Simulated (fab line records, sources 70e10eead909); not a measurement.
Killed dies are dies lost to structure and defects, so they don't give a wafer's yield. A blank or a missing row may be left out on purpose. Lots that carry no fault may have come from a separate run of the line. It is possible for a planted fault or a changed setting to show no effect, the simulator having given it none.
fab line records ; flow nand_harc
record: lots: 4; wafers: 12; last_day: 24
route steps=1159 shown P_M1@313 P_M2@318 END@1159
lots that met no fault: from a run of the same line without faults
start_h: the number of hours between the record's first day and the start of the first shown wafer of the lot ; wait_h: how many hours have passed since the lot's step before this one ; " as in the row above ; L1.1+2: a row that stands for several wafers ; - either no value or no given start ; * or withheld: withheld ; < > ~ a bound
route shown NAME@n: a module of which the file shows steps, and the number in the route of the first ; usual: mean/standard deviation of fault-free wafers ; same: alike in all rows ; chamber/n: place in a boat ; sites: the reading at each site ; _std_site: how widely they spread, as a standard deviation ; _edge_site: outer sites' mean less inner sites' ; radius_mm: how far each site lies from the wafer's centre ; mask NAME#n: copy n ; behind: the tool/chamber that last shaped the wafer ; hold: cause of the lot's hold/its duration in hours/its outcome ; device: the n, p or np transistor that did not switch ; end of line: the same wafers' tests at the end of the route ; a step given without rows: its recipe and nothing more ; killed: dies that structure and defects cost at the first sort, which is not the same as the wafer's yield ; map: the dies of a wafer, with x for killed, . for not killed, _ for no die there
set.NAME: the setting the step ran with; set.NAME@STEP: the setting that earlier step ran with ; model.NAME: the simulator's own value behind a step, which no gauge read
lots at selected steps of the route; one table per step, one row per wafer
services: when a tool's chamber went out of use (start_h, in hours from the record's first day, below 0 if earlier), for how many hours, and the reason
== steps ==
step: NHARC_P_M1_SRD_25
step: NHARC_P_M1_PRE_CLEAN_32
recipe: time_s: 12; temp_c: 370; rf_power_w: 300; gas: NH3
step: NHARC_P_M1_DEP_33
recipe: target_thk_a: 300; temp_c: 370; target_thk_nm: 30; pressure_torr: 3; flow_sccm: 200; rf_w: 450; material: SiCN
step: NHARC_P_M2_DEP_00
recipe: target_thk_a: 1825; target_thk_nm: 182.5; temp_c: withheld; pressure_torr: 5; flow_sccm: 200; rf_w: 600; material: SiOC
step: NHARC_P_M2_DEHYDRATE_01
recipe: temp_c: 150; time_s: 120
step: NHARC_P_M2_HMDS_02
recipe: time_s: 30
step: NHARC_P_M2_COAT_34
recipe: temp_c: 200; time_s: 65
step: NHARC_P_M2_COAT_03
recipe: spin_rpm: 1500; resist_thk_nm: 90
step: NHARC_P_M2_SOFTBAKE_04
recipe: temp_c: 105; time_s: 55
step: NHARC_P_M2_EBR_05
step: NHARC_P_M2_EXPOSE_06
recipe: na: 1.35; target_cd_nm: 170; dose_mj: 80.78; mask_id: P_M2
usual: exposure_dose_mJ_cm2: 80.78/0.088; stage_vel_mm_s: 499.98/0.23
same: na: 1.35
lot.wafer;tool;chamber;start_h;wait_h;mask;exposure_dose_mJ_cm2;stage_vel_mm_s
L325.2;arfi_scanner-01;0;177.89;-;P_M2#0;80.82;500.09
L325.3;arfi_scanner-01;0;177.89;-;P_M2#0;80.97;500.27
L325.6;arfi_scanner-01;0;177.89;-;P_M2#0;80.78;499.95
L332.1;arfi_scanner-01;0;214.66;-;P_M2#0;64.31;499.51
L332.2;arfi_scanner-01;0;214.66;-;P_M2#0;64.23;499.87
L332.6;arfi_scanner-01;0;214.66;-;P_M2#0;64.21;499.84
L334.2;arfi_scanner-01;0;223.58;-;P_M2#0;67.66;499.68
L334.4;arfi_scanner-01;0;223.58;-;P_M2#0;67.57;499.80
L334.5;arfi_scanner-01;0;223.58;-;P_M2#0;67.66;500.04
L338.1;arfi_scanner-03;0;251.89;-;P_M2#0;80.71;499.64
L338.2;arfi_scanner-03;0;251.89;-;P_M2#0;80.57;500.09
L338.3;arfi_scanner-03;0;251.89;-;P_M2#0;80.61;500.18
step: NHARC_P_M2_PEB_07
recipe: peb_temp_c: 100; peb_time_s: 65
step: NHARC_P_M2_DEVELOP_08
recipe: develop_time_s: 35; dev_temp_c: 23
step: NHARC_P_M2_CD_MEAS_09
recipe: target_cd_nm: 170; landing_energy_ev: 500
usual: cd_nm: 170.3/0.79
lot.wafer;tool;chamber;start_h;wait_h;hold;cd_nm
L325.2;cd_sem-03;0;178.02;-;-;171.2
L325.3;cd_sem-03;0;178.02;-;-;171.3
L325.6;cd_sem-03;0;178.02;-;-;170.6
L332.1;cd_sem-02;0;214.80;-;await_dispo/0.2h/release;157.1
L332.2;cd_sem-02;0;214.80;-;await_dispo/0.2h/release;157.4
L332.6;cd_sem-02;0;214.80;-;await_dispo/0.2h/release;157.0
L332.1;cd_sem-02;0;-;-;-;156.8
L332.2;cd_sem-02;0;-;-;-;158.1
L332.6;cd_sem-02;0;-;-;-;157.0
L334.2;cd_sem-03;0;223.72;-;await_dispo/0.2h/release;159.2
L334.4;cd_sem-03;0;223.72;-;await_dispo/0.2h/release;159.7
L334.5;cd_sem-03;0;223.72;-;await_dispo/0.2h/release;160.1
L334.2;cd_sem-03;0;-;-;-;159.1
L334.4;cd_sem-03;0;-;-;-;159.9
L334.5;cd_sem-03;0;-;-;-;160.8
L338.1;cd_sem-03;0;252.02;-;-;169.9
L338.2;cd_sem-03;0;252.02;-;-;170.0
L338.3;cd_sem-03;0;252.02;-;-;169.0
step: NHARC_P_M2_OVL_MEAS_10
recipe: pitch_nm: 340
usual: overlay_x_nm: 0.1/0.74; overlay_y_nm: 0.0/0.78
lot.wafer;tool;chamber;start_h;wait_h;hold;overlay_x_nm;overlay_y_nm
L325.2;overlay-02;-;178.11;-;-;-0.2;0.5
L325.3;overlay-02;-;178.11;-;-;0.0;0.7
L325.6;overlay-02;-;178.11;-;-;0.2;0.6
L332.1;overlay-01;-;216.82;-;await_dispo/1.7h/release;0.6;-0.6
L332.2;overlay-01;-;216.82;-;await_dispo/1.7h/release;0.5;-1.3
L332.6;overlay-01;-;216.82;-;await_dispo/1.7h/release;0.1;-0.6
L334.2;overlay-01;-;226.96;-;await_dispo/3.0h/release;1.2;0.0
L334.4;overlay-01;-;226.96;-;await_dispo/3.0h/release;1.3;-0.6
L334.5;overlay-01;-;226.96;-;await_dispo/3.0h/release;1.7;-0.2
L338.1;overlay-02;-;252.11;-;-;0.2;0.1
L338.2;overlay-02;-;252.11;-;-;-0.4;0.3
L338.3;overlay-02;-;252.11;-;-;-0.1;0.2
step: NHARC_P_M2_DESCUM_14
recipe: time_s: 3; o2_flow_sccm: 200; ar_flow_sccm: 0; bias_power_w: 0; chemistry: O2
usual: drypump_motor_current_A: 5.8/0.37; mfc_ar_sccm: 0.009/0.014; oes_product_au: 1.002/0.017; rf_vpp_V: 57.7/0.86; showerhead_plenum_p_Torr: 1.92/0.076; throttle_valve_pct: 11.311/0.0099
lot.wafer;tool;chamber;start_h;wait_h;drypump_motor_current_A;mfc_ar_sccm;oes_product_au;rf_hours_counter_h;rf_vpp_V;showerhead_plenum_p_Torr;throttle_valve_pct;model.P_M2.cd_nm
L325.3;rie_diel-12;3;178.21;0.1;6.3;0;1.012;28;57.8;1.79;11.310;171.9
L325.2;rie_diel-12;1;178.21;0.1;6.0;0.011;0.999;27;56.7;1.89;11.317;169.7
L325.6;rie_diel-12;0;178.21;0.1;6.7;0;0.991;-;57.0;1.90;11.304;171.3
L332.2;rie_diel-11;3;216.91;0.1;6.2;0;1.024;1;57.5;2.04;11.296;157.4
L332.1;rie_diel-11;1;216.91;0.1;5.3;0;1.029;1;57.1;1.95;11.316;158
L332.6;rie_diel-11;3;216.91;0.1;6.2;0;1.012;-;58.0;2.04;11.308;156.8
L334.4;rie_diel-08;0;227.54;0.5;5.8;0;1.010;32;58.0;1.80;11.308;160.3
L334.2;rie_diel-08;3;227.54;0.5;6.0;0;1.014;36;57.1;1.89;11.311;159.1
L334.5;rie_diel-08;1;227.54;0.5;6.5;0.021;0.988;-;57.1;1.80;11.304;160.8
L338.3;rie_diel-11;1;252.21;0.1;5.3;0;1.036;2;57.9;1.95;11.309;170.1
L338.2;rie_diel-11;2;252.21;0.1;5.8;0;0.985;2;57.7;1.85;11.309;169.2
L338.1;rie_diel-11;3;252.21;0.1;6.2;0;1.004;2;58.2;2.04;11.306;169.1
step: NHARC_P_M2_ETCH_35
recipe: target_depth_a: 400; overetch_a: 120; time_s: 43.94; ion_energy_ev: 200; n2_flow_sccm: 150; h2_flow_sccm: 150; ar_flow_sccm: 0; rf_w: 400; bias_w: 150; chemistry: N2/H2
step: NHARC_P_M2_ETCH_15
recipe: target_depth_a: 1825; time_s: 91.2; c4f8_flow_sccm: withheld; ar_flow_sccm: 400; rf_w: 600; bias_w: 300; chemistry: C4F8/Ar
step: NHARC_P_M2_CD_MEAS_16
usual: cd_nm: 170.3/1.1
lot.wafer;tool;chamber;start_h;wait_h;hold;cd_nm
L325.2;cd_sem-01;-;178.51;-;-;169.8
L325.3;cd_sem-01;-;178.51;-;-;171.5
L325.6;cd_sem-01;-;178.51;-;-;170.8
L332.1;cd_sem-01;-;217.31;-;await_dispo/0.2h/release;158.5
L332.2;cd_sem-01;-;217.31;-;await_dispo/0.2h/release;157.6
L332.6;cd_sem-01;-;217.31;-;await_dispo/0.2h/release;157.6
L332.1;cd_sem-01;-;217.50;0.2;-;158.5
L332.2;cd_sem-01;-;217.50;0.2;-;157.9
L332.6;cd_sem-01;-;217.50;0.2;-;157.2
L334.2;cd_sem-01;-;229.19;-;await_dispo/0.2h/release;159.0
L334.4;cd_sem-01;-;229.19;-;await_dispo/0.2h/release;160.7
L334.5;cd_sem-01;-;229.19;-;await_dispo/0.2h/release;160.8
L334.2;cd_sem-01;-;229.37;0.2;-;159.2
L334.4;cd_sem-01;-;229.37;0.2;-;161.0
L334.5;cd_sem-01;-;229.37;0.2;-;160.5
L338.1;cd_sem-02;-;252.53;-;-;168.5
L338.2;cd_sem-02;-;252.53;-;-;169.9
L338.3;cd_sem-02;-;252.53;-;-;170.7
step: NHARC_P_M2_STRIP_18
recipe: power_w: 1000; n2_flow_sccm: 150; h2_flow_sccm: 150; ar_flow_sccm: 0; bias_w: 0; chemistry: N2/H2
usual: drypump_motor_current_A: 5.8/0.35; mfc_ar_sccm: 0.009/0.014; oes_product_au: 1.002/0.017; rf_fwd_power_W: 996/3.2; rf_vpp_V: 90.7/1.1; showerhead_plenum_p_Torr: 2.06/0.082; throttle_valve_pct: 14.169/0.0087
lot.wafer;tool;chamber;start_h;wait_h;hold;drypump_motor_current_A;mfc_ar_sccm;oes_product_au;rf_fwd_power_W;rf_hours_counter_h;rf_vpp_V;showerhead_plenum_p_Torr;throttle_valve_pct
L325.3;rie_diel-11;1;178.62;0.1;-;5.3;0;1.029;996;6;89.6;2.08;14.180
L325.2;rie_diel-11;2;178.62;0.1;-;5.8;0;0.983;1002;6;91.0;1.97;14.156
L325.6;rie_diel-11;2;178.62;0.1;-;5.7;0;0.979;996;-;90.0;1.97;14.171
L332.2;rie_diel-11;2;223.91;6.4;await_dispo/6.3h/release;5.8;0;0.975;994;1;90.6;1.97;14.160
L332.1;rie_diel-11;1;223.91;6.4;await_dispo/6.3h/release;5.3;0;1.020;990;1;90.4;2.07;14.175
L332.6;rie_diel-11;2;223.91;6.4;await_dispo/6.3h/release;5.8;0;0.985;998;-;91.1;1.97;14.161
L334.4;rie_diel-11;0;234.27;4.9;await_dispo/4.8h/release;5.7;0.036;0.990;1001;1;89.9;2.11;14.169
L334.2;rie_diel-11;1;234.27;4.9;await_dispo/4.8h/release;5.3;0;1.024;989;1;91.0;2.08;14.176
L334.5;rie_diel-11;3;234.27;4.9;await_dispo/4.8h/release;6.1;0;0.997;997;-;92.3;2.18;14.172
L338.3;rie_diel-11;2;252.60;0.1;-;5.8;0;0.998;996;2;90.6;1.97;14.177
L338.1;rie_diel-11;0;252.60;0.1;-;5.7;0.036;0.989;998;2;90.4;2.10;14.175
L338.2;rie_diel-11;1;252.60;0.1;-;5.3;0;1.034;997;2;88.9;2.07;14.155
step: NHARC_P_M2_ETCH_28
recipe: target_depth_a: 300; over_etch_frac: 0.3; time_s: 72.99; ion_energy_ev: 150; cf4_flow_sccm: 50; n2_flow_sccm: 100; ar_flow_sccm: 150; rf_w: 300; bias_w: 100; chemistry: CF4/N2
usual: drypump_motor_current_A: 5.8/0.36; mfc_ar_sccm: 150.0/0.41; oes_product_au: 1.003/0.018; rf_fwd_power_W: 296.9/1.1; rf_vpp_V: 314.4/1.8; showerhead_plenum_p_Torr: 2.65/0.099; throttle_valve_pct: 19.795/0.0077
same: over_etch_frac: 0.3
lot.wafer;tool;chamber;start_h;wait_h;drypump_motor_current_A;mfc_ar_sccm;oes_product_au;rf_fwd_power_W;rf_hours_counter_h;rf_vpp_V;showerhead_plenum_p_Torr;throttle_valve_pct;model.P_M2.cd_nm
L325.2;rie_diel-11;2;-;-;5.8;150.2;0.989;297.1;6;312.4;2.54;19.802;168.9
L325.3;rie_diel-11;0;-;-;5.7;149.7;0.976;296.5;6;315.5;2.70;19.802;170.9
L325.6;rie_diel-11;1;-;-;5.3;149.9;1.022;295.8;-;315.3;2.67;19.795;169.6
L332.1;rie_diel-11;0;-;-;5.7;149.1;0.992;297.0;1;315.8;2.70;19.810;158.8
L332.2;rie_diel-11;1;-;-;5.3;150.6;1.038;295.3;1;313.5;2.67;19.792;157.8
L332.6;rie_diel-11;2;-;-;5.8;150.5;0.983;295.6;-;312.9;2.54;19.793;156.6
L334.4;rie_diel-11;3;-;-;6.2;149.6;0.998;295.3;1;314.9;2.79;19.791;160.3
L334.2;rie_diel-11;2;-;-;5.7;150.2;0.985;298.3;1;312.4;2.54;19.785;158.1
L334.5;rie_diel-11;3;-;-;6.2;150.0;0.995;296.5;-;316.8;2.79;19.787;159.2
L338.3;rie_diel-11;0;-;-;5.6;149.7;1.002;296.7;2;314.3;2.70;19.786;170.5
L338.1;rie_diel-11;2;-;-;5.8;149.9;0.997;296.9;2;313.3;2.54;19.789;168.3
L338.2;rie_diel-11;3;-;-;6.2;149.7;1.007;297.1;2;315.9;2.79;19.808;170
step: NHARC_P_M2_STRIP_19
recipe: time_s: 600; temp_c: 30; chemistry: post_etch_residue_remover
step: NHARC_END_SORT_01
recipe: temp_c: 25
usual: defect_limited_yield: 95.1/1.5; killed_at_array: 29/10; killed_at_other: 0.7/1; killed_at_periphery: 3.7/2.6; killed_dies: 33/10; killed_open: 3.4/1.8; killed_short: 1.8/1.3; sort_bin_2_pct: 1.5/0.64; sort_bin_3_pct: 0.29/0.24; sort_bin_4_pct: 3.1/0.95; sort_n_pass: 644/10; sort_rim_yield_pct: 96.9/2.6; sort_yield_pct: 95.1/1.5
same: gross_dies: 677; sort_bin_5_pct[%]: 0; sort_bin_6_pct[%]: 0; sort_bin_7_pct[%]: 0; sort_bin_8_pct[%]: 0; sort_rim_n_gross: 106.00
lot.wafer;tool;chamber;start_h;wait_h;defect_limited_yield[%];killed_at_array;killed_at_other;killed_at_periphery;killed_dies;killed_open;killed_short;sort_bin_2_pct[%];sort_bin_3_pct[%];sort_bin_4_pct[%];sort_n_pass;sort_rim_yield_pct[%];sort_yield_pct[%]
L332.1;prober-01;0;543.69;2.5;94.5;34;1;2;37;6;1;1.8;0.15;3.5;640;90.6;94.5
L332.2;prober-01;0;544.49;2.8;92.5;49;0;2;51;4;2;2.1;0.59;4.9;626;97.2;92.5
L332.6;prober-01;0;547.72;4.0;92.2;48;0;5;53;5;1;2.8;0.15;4.9;624;98.1;92.2
L334.2;prober-02;0;573.88;2.8;90.8;59;0;3;62;3;1;3.0;0.89;5.3;615;97.2;90.8
L334.4;prober-02;0;575.46;3.4;91.9;53;0;2;55;1;2;2.4;0.44;5.3;622;95.3;91.9
L334.5;prober-02;0;576.25;3.7;91.9;52;1;2;55;3;3;3.2;0.89;4.0;622;90.6;91.9
killed by level:class
L332.1 A_CHANNEL_HOLE_D1:chamber_film_flake=15 A_STAIRCASE:chamber_film_flake=7 A_SLIT:chamber_film_flake=7 P_GATE:geometric_particle:open=1 P_M2:geometric_particle:open=1 A_CHANNEL_FILL_D1:geometric_particle:open=1 A_WL_FILL:geometric_particle:open=1 A_CONTACT:geometric_particle:open=1
L332.2 A_CHANNEL_HOLE_D1:chamber_film_flake=19 A_STAIRCASE:chamber_film_flake=13 A_SLIT:chamber_film_flake=10 A_CONTACT:geometric_particle:open=2 A_CONTACT:chamber_film_flake=2 P_CONTACT:geometric_particle:open=1 A_WL_FILL:geometric_particle:short=1 A_BLC:geometric_particle:short=1
L332.6 A_CHANNEL_HOLE_D1:chamber_film_flake=26 A_SLIT:chamber_film_flake=12 A_STAIRCASE:chamber_film_flake=5 P_GATE:geometric_particle:open=1 P_M0:geometric_particle:open=1 P_M2:geometric_particle:open=1 A_CONTACT:geometric_particle:open=1 A_M0:geometric_particle:open=1
L334.2 A_SLIT:chamber_film_flake=19 A_CHANNEL_HOLE_D1:chamber_film_flake=17 A_STAIRCASE:chamber_film_flake=11 A_CONTACT:chamber_film_flake=6 A_SGD_CUT:chamber_film_flake=4 P_CONTACT:geometric_particle:open=1 P_M1:geometric_particle:open=1 A_CHANNEL_FILL_D1:geometric_particle:short=1
L334.4 A_CHANNEL_HOLE_D1:chamber_film_flake=20 A_SLIT:chamber_film_flake=16 A_SGD_CUT:chamber_film_flake=7 A_STAIRCASE:chamber_film_flake=5 A_CONTACT:chamber_film_flake=3 P_CONTACT:geometric_particle:open=1 A_ONON_D1:geometric_particle:short=1 A_CHANNEL_FILL_D1:geometric_particle:short=1
L334.5 A_SLIT:chamber_film_flake=17 A_CHANNEL_HOLE_D1:chamber_film_flake=15 A_SGD_CUT:chamber_film_flake=7 A_CONTACT:chamber_film_flake=5 A_STAIRCASE:chamber_film_flake=3 P_M0:geometric_particle:open=1 A_CHANNEL_FILL_D1:geometric_particle:open=1 A_WL_FILL:geometric_particle:short=1
== services ==
tool;chamber;start_h;hours;kind
rie_diel-08;1;154.25;10.5;repair
arfi_scanner-03;-;155.97;1.6;repair
rie_diel-12;1;161.78;6.8;repair
rie_diel-11;3;168.26;18.9;repair
rie_diel-11;0;168.53;-;clean
rie_diel-11;1;168.53;-;clean
rie_diel-11;2;168.53;-;clean
rie_diel-12;0;180.73;6.9;repair
arfi_scanner-03;-;182.01;0.6;repair
rie_diel-11;-;189.50;9.0;pm
rie_diel-11;0;189.50;9.0;vent_cycle
rie_diel-11;1;189.50;9.0;vent_cycle
rie_diel-11;2;189.50;9.0;vent_cycle
rie_diel-11;3;189.50;9.0;vent_cycle
rie_diel-08;1;192.39;5.7;repair
arfi_scanner-01;-;196.00;4.0;pm
rie_diel-11;0;198.50;-;clean
rie_diel-11;1;198.50;-;clean
rie_diel-11;2;198.50;-;clean
rie_diel-12;-;202.54;9.0;pm
arfi_scanner-03;-;211.28;1.1;repair
rie_diel-12;1;232.61;3.2;repair
rie_diel-11;1;241.05;7.2;repair
arfi_scanner-01;-;243.56;25.5;repair
== key ==
first_sign: step: NHARC_P_M2_EXPOSE_06; reading: exposure_dose_mJ_cm2; direction: down; sigmas: 99+; usual: 80.78; struck: 65.94
effect: step: NHARC_P_M2_CD_MEAS_09; reading: visit; direction: added; through: control_loop
effect: step: NHARC_P_M2_CD_MEAS_09; reading: cd_nm; direction: down; sigmas: 15; usual: 170.3; struck: 158.4; through: control_loop
effect: step: NHARC_P_M2_CD_MEAS_16; reading: visit; direction: added; through: control_loop
effect: step: NHARC_P_M2_CD_MEAS_16; reading: cd_nm; direction: down; sigmas: 10; usual: 170.3; struck: 159.0; through: control_loop
model_effect: step: NHARC_P_M2_DESCUM_14; value: P_M2.cd_nm; without: 170.7; struck: 158.7
model_effect: step: NHARC_P_M2_ETCH_28; value: P_M2.cd_nm; without: 170.5; struck: 158.5
met_at NHARC_P_M2_EXPOSE_06
struck_wafers L332.1,L332.2,L332.6,L334.2,L334.4,L334.5
loop_trim: step: NHARC_P_M2_EXPOSE_06; setting: dose; lots: L334
onset_between 177.89 214.66
fault: kind: process_parameter_drift; tool: arfi_scanner-01; chamber: -; onset_h: 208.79; steps: NHARC_P_M2_EXPOSE_06; channel: dose_mj; offset: -16.543; shape: step; acts_in: these_recipes_only; stated: 80.78
loop_trim: a control loop set the setting to another value than it would have without faults
